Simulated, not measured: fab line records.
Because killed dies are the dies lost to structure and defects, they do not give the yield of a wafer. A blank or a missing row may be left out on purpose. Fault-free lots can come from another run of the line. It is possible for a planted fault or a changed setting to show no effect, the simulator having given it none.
Split-lot trial / flow n5-finfet / 21 wafers read across 7 lots, on a route 1938 steps long

== SPLIT DETAILS ==
At N5_PMOS_HMC_CHANNEL_EPI_ETCH_32 (etches BARC in N2/H2, stops on SiO2, target depth 85.8 nm, time 50.3 s), the setting bias-w was moved away from the recipe's 150 W on 3 of the 21 wafers read, by -17.1% to -10.7%. The other wafers ran this setting at the recipe's value.

The reading is taken at the split's own step.

== THE READING ==
rf-vpp-V, in V, at N5_PMOS_HMC_CHANNEL_EPI_ETCH_32 (etches BARC in N2/H2, stops on SiO2, target depth 85.8 nm, time 50.3 s). On this fab line, fault-free wafers typically give 523.6 V with a standard deviation of 2.2 V.

wafer=L074.3; tool, chamber at the split=rie-diel-03, 2; bias-w as run, W=150; against the recipe=recipe; rf-vpp-V, V=520.5; against lot-mates on the recipe=-
wafer=L074.5; tool, chamber at the split=rie-diel-03, 3; bias-w as run, W=150; against the recipe=recipe; rf-vpp-V, V=522.4; against lot-mates on the recipe=-
wafer=L074.6; tool, chamber at the split=rie-diel-03, 2; bias-w as run, W=150; against the recipe=recipe; rf-vpp-V, V=522.2; against lot-mates on the recipe=-
wafer=L076.1; tool, chamber at the split=rie-diel-04, 2; bias-w as run, W=124.3; against the recipe=-17.1%; rf-vpp-V, V=465.4; against lot-mates on the recipe=-62.4
wafer=L076.2; tool, chamber at the split=rie-diel-04, 1; bias-w as run, W=150; against the recipe=recipe; rf-vpp-V, V=528.1; against lot-mates on the recipe=-
wafer=L076.5; tool, chamber at the split=rie-diel-04, 0; bias-w as run, W=150; against the recipe=recipe; rf-vpp-V, V=527.4; against lot-mates on the recipe=-
wafer=L081.1; tool, chamber at the split=rie-diel-04, 1; bias-w as run, W=150; against the recipe=recipe; rf-vpp-V, V=527.3; against lot-mates on the recipe=-
wafer=L081.2; tool, chamber at the split=rie-diel-04, 3; bias-w as run, W=150; against the recipe=recipe; rf-vpp-V, V=521.7; against lot-mates on the recipe=-
wafer=L081.6; tool, chamber at the split=rie-diel-04, 3; bias-w as run, W=150; against the recipe=recipe; rf-vpp-V, V=521.6; against lot-mates on the recipe=-
wafer=L083.1; tool, chamber at the split=rie-diel-01, 0; bias-w as run, W=150; against the recipe=recipe; rf-vpp-V, V=523.9; against lot-mates on the recipe=-
wafer=L083.3; tool, chamber at the split=rie-diel-01, 1; bias-w as run, W=150; against the recipe=recipe; rf-vpp-V, V=520.0; against lot-mates on the recipe=-
wafer=L083.4; tool, chamber at the split=rie-diel-01, 2; bias-w as run, W=150; against the recipe=recipe; rf-vpp-V, V=525.5; against lot-mates on the recipe=-
wafer=L086.2; tool, chamber at the split=rie-diel-03, 3; bias-w as run, W=150; against the recipe=recipe; rf-vpp-V, V=524.2; against lot-mates on the recipe=-
wafer=L086.5; tool, chamber at the split=rie-diel-03, 3; bias-w as run, W=150; against the recipe=recipe; rf-vpp-V, V=524.4; against lot-mates on the recipe=-
wafer=L086.6; tool, chamber at the split=rie-diel-03, 2; bias-w as run, W=150; against the recipe=recipe; rf-vpp-V, V=520.8; against lot-mates on the recipe=-
wafer=L087.3; tool, chamber at the split=rie-diel-01, 0; bias-w as run, W=150; against the recipe=recipe; rf-vpp-V, V=525.4; against lot-mates on the recipe=-
wafer=L087.4; tool, chamber at the split=rie-diel-01, 1; bias-w as run, W=133.9; against the recipe=-10.7%; rf-vpp-V, V=486.0; against lot-mates on the recipe=-39.4
wafer=L087.5; tool, chamber at the split=rie-diel-01, 2; bias-w as run, W=133.9; against the recipe=-10.7%; rf-vpp-V, V=487.9; against lot-mates on the recipe=-37.5
wafer=L092.1; tool, chamber at the split=rie-diel-03, 0; bias-w as run, W=150; against the recipe=recipe; rf-vpp-V, V=523.6; against lot-mates on the recipe=-
wafer=L092.5; tool, chamber at the split=rie-diel-03, 2; bias-w as run, W=150; against the recipe=recipe; rf-vpp-V, V=520.5; against lot-mates on the recipe=-
wafer=L092.6; tool, chamber at the split=rie-diel-03, 3; bias-w as run, W=150; against the recipe=recipe; rf-vpp-V, V=524.2; against lot-mates on the recipe=-

FIT RESULTS
A straight line over all 21 wafers: rf-vpp-V changes by +3.4 V for each +1% of bias-w; r = +0.99; the points scatter about the line by 2.4 V.
The same after taking each lot's own level away (the mean of its wafers on the recipe; 21 wafers): +3.62 V for each +1%; r = +1.00; scatter 1.7 V.
The reading moves by 62 V for the largest change in bias-w, on that fit.
Measured against the standard deviation above, the lots' own levels, which go from 521.70 to 527.75 V, span 2.8 times it.
Consequently the slope shifts little with the lot-to-lot level, the two slopes agreeing.
Check: for one of the wafers moved furthest among these (-17.1%), held out of the fit, the line's prediction against its lot-mates is -61.4 V. It came out at -62.4 V against them.
Tool readings at the split's step, against how far the setting was moved: rf-vpp-V r = +0.99.

== THESE WAFERS: OTHER SPLITS ==
Other splits were also applied to these wafers ahead of the reading. Each is held against what the fit with the lots' levels taken away leaves over:
other split on the same wafers=N5_PMOS_HMC_CHANNEL_EPI_HM_DEP_34 time-s; wafers away from the commonest value=7; r with rf-vpp-V (lot level and that fit taken away)=+0.06

== THE FILE'S OWN FIT ==
rf-vpp-V changes by +3.63 V for each +1% of bias-w, r = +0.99.
